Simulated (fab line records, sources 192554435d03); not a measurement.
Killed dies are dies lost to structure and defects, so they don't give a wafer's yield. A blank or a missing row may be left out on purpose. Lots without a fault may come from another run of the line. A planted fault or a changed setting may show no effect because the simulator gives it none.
Chamber matching | flow n5_finfet | N5_BEOL_M4_DESCUM_16 on rie_diel-05: 4 sister chambers
The step chemistry O2, time 7 s. 4 wafers are shown with their chamber, then 11 later ones without.

WAFERS WITH THEIR CHAMBER
wafer  | chamber | showerhead_plenum_p_Torr (Torr)
L084.6 | 3       | 1.99
L086.4 | 1       | 2.05
L086.5 | 2       | 2.16
L090.2 | 0       | 2.15

WAFERS WITHOUT THEIR CHAMBER
wafer  | showerhead_plenum_p_Torr (Torr)
L090.4 | 2.15
L090.6 | 2.05
L089.1 | 2.15
L089.3 | 2.16
L089.5 | 2.15
L091.1 | 2.25
L091.5 | 2.25
L091.6 | 2.16
L097.4 | 2.25
L097.5 | 2.15
L097.6 | 2.15

WHICH CHAMBER EACH WENT THROUGH
wafer  | from the rows above     | in truth
L090.4 | can't be placed: 0 or 2 | 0
L090.6 | can't be placed: 1 or 3 | 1
L089.1 | can't be placed: 0 or 2 | 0
L089.3 | can't be placed: 2 or 0 | 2
L089.5 | can't be placed: 0 or 2 | 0
L091.1 | can't be placed: 2 or 0 | 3
L091.5 | can't be placed: 2 or 0 | 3
L091.6 | can't be placed: 2 or 0 | 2
L097.4 | can't be placed: 2 or 0 | 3
L097.5 | can't be placed: 0 or 2 | 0
L097.6 | can't be placed: 0 or 2 | 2
Placed correctly: 0 of 11. Can't be placed from these rows: 11 (the true chamber is among the candidates in 8). Placed wrongly: 0.
How it was worked out, from the rows above alone: a wafer's distance from a chamber is the root of the sum, over the readings, of the square of ((its reading less the chamber's mean) divided by the reading's scatter). The wafer belongs to the nearest chamber; if the next one is less than 2 further off, it can't be placed. A chamber's mean is the mean of its shown wafers. The scatter: with one shown wafer a chamber, the root of the mean of the squares of how far each hidden wafer lies from its nearest shown one.
